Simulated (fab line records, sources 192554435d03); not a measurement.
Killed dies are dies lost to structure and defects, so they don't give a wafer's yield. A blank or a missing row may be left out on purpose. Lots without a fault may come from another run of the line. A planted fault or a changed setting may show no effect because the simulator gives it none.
Split-lot experiment | flow n5_finfet | 7 lots, 21 wafers read, on a route of 1938 steps

THE SPLIT
At N5_BEOL_M10_COAT_22 (resist thk 90 nm), the setting spin_rpm was moved away from the recipe's 1500 rpm on 8 of the 21 wafers read, by -6.5% to +6.6%. The other wafers ran this setting at the recipe's value.

FROM THE SPLIT TO THE READING: what the file shows between them, 6 steps
- N5_BEOL_M10_EBR_24
- N5_BEOL_M10_SOFTBAKE_23: time 60 s
- N5_BEOL_M10_EXPOSE_25: exposes mask V9
- N5_BEOL_M10_PEB_26: peb time 60 s
- N5_BEOL_M10_DEVELOP_27: develop time 30 s
- N5_BEOL_M10_DESCUM_33: chemistry O2, time 7.9 s

THE READING
CAR-ArF_of_BEOL_M10_COAT_22.thk_nm (the simulator's own value, which no gauge read), in nm, at N5_BEOL_M10_ETCH_65 (etches SiARC in CF4, target depth 39 nm, time 65 s). The file gives no usual value for it. The 13 wafers here that ran the recipe average 55.7 nm, standard deviation 0.73 nm.

wafer  | tool, chamber at the split | spin_rpm as run, rpm | against the recipe | CAR-ArF_of_BEOL_M10_COAT_22.thk_nm, nm | against lot-mates on the recipe
L075.1 | litho_track-03, 0          | 1500                 | recipe             | 55.6                                   | -
L075.2 | litho_track-03, 0          | 1402                 | -6.5%              | 58.8                                   | +3.2
L075.5 | litho_track-03, 0          | 1402                 | -6.5%              | 58.8                                   | +3.2
L081.1 | litho_track-01, 0          | 1500                 | recipe             | 56.8                                   | -
L081.2 | litho_track-01, 0          | 1500                 | recipe             | 56.8                                   | -
L081.5 | litho_track-01, 0          | 1500                 | recipe             | 56.2                                   | -
L084.1 | litho_track-04, 0          | 1500                 | recipe             | 55.4                                   | -
L084.3 | litho_track-04, 0          | 1500                 | recipe             | 55.6                                   | -
L084.6 | litho_track-04, 0          | 1500                 | recipe             | 55.8                                   | -
L089.3 | litho_track-03, 0          | 1451                 | -3.3%              | 57                                     | +1.8
L089.5 | litho_track-03, 0          | 1500                 | recipe             | 55.2                                   | -
L089.6 | litho_track-03, 0          | 1451                 | -3.3%              | 57                                     | +1.8
L092.3 | litho_track-01, 0          | 1500                 | recipe             | 55.4                                   | -
L092.4 | litho_track-01, 0          | 1420                 | -5.3%              | 58.4                                   | +2.7
L092.5 | litho_track-01, 0          | 1500                 | recipe             | 56                                     | -
L094.1 | litho_track-01, 0          | 1500                 | recipe             | 55.8                                   | -
L094.3 | litho_track-01, 0          | 1599                 | +6.6%              | 51.4                                   | -4.4
L094.6 | litho_track-01, 0          | 1599                 | +6.6%              | 52.8                                   | -3.0
L096.1 | litho_track-04, 0          | 1597                 | +6.5%              | 50.8                                   | -3.8
L096.3 | litho_track-04, 0          | 1500                 | recipe             | 53.8                                   | -
L096.6 | litho_track-04, 0          | 1500                 | recipe             | 55.4                                   | -

THE FIT
A straight line over all 21 wafers: CAR-ArF_of_BEOL_M10_COAT_22.thk_nm changes by -0.544 nm for each +1% of spin_rpm; r = -0.94; the points scatter about the line by 0.73 nm.
The same after taking each lot's own level away (the mean of its wafers on the recipe; 21 wafers): -0.537 nm for each +1%; r = -0.98; scatter 0.4 nm.
On that fit, the largest move of spin_rpm shifts the reading by 3.5 nm.
The lots' own levels span 54.60 to 56.60 nm, that is 2.7 times the standard deviation above.
So the lot-to-lot level changes the slope little: the two slopes agree.
Check: with one of the wafers moved furthest among these (+6.6%) left out of the fit, the line predicts -3.37 nm for it against its lot-mates. It came out at -4.4 nm against them.

OTHER SPLITS ON THESE WAFERS
These wafers also went through other splits before the reading. Each is held against what the fit with the lots' levels taken away leaves over:
other split on the same wafers   | wafers away from the commonest value | r with CAR-ArF_of_BEOL_M10_COAT_22.thk_nm (lot level and that fit taken away)
N5_BEOL_M7_TRENCH_ETCH_37 time_s | 5                                    | +0.01
N5_BEOL_M9_ILD_DEP_00 time_s     | 7                                    | -0.02
N5_BEOL_M9_COAT_60 spin_rpm      | 6                                    | -0.48
N5_BEOL_M10_COAT_05 spin_rpm     | 6                                    | +0.13
N5_BEOL_M10_ETCH_62 time_s       | 7                                    | -0.19
N5_BEOL_M10_COAT_64 spin_rpm     | 7                                    | +0.64

THE WHOLE CHAIN: every reading that the file lists as answering this split, in the file's order
step                   | what it does                                       | reading                                                                             | change (the file's fit)               | r (the file's)
N5_BEOL_M10_COAT_22    | resist thk 90 nm                                   | CAR-ArF_of_BEOL_M10_COAT_22.thk_nm (the simulator's own value, which no gauge read) | -0.46 nm for each +1% of the setting  | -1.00
N5_BEOL_M10_DEVELOP_27 | develop time 30 s                                  | CAR-ArF_of_BEOL_M10_COAT_22.thk_nm (the simulator's own value, which no gauge read) | -0.469 nm for each +1% of the setting | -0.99
N5_BEOL_M10_ETCH_65    | etches SiARC in CF4, target depth 39 nm, time 65 s | CAR-ArF_of_BEOL_M10_COAT_22.thk_nm (the simulator's own value, which no gauge read) | -0.539 nm for each +1% of the setting | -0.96

THE FILE'S OWN FIT
CAR-ArF_of_BEOL_M10_COAT_22.thk_nm changes by -0.539 nm for each +1% of spin_rpm, r = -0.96.
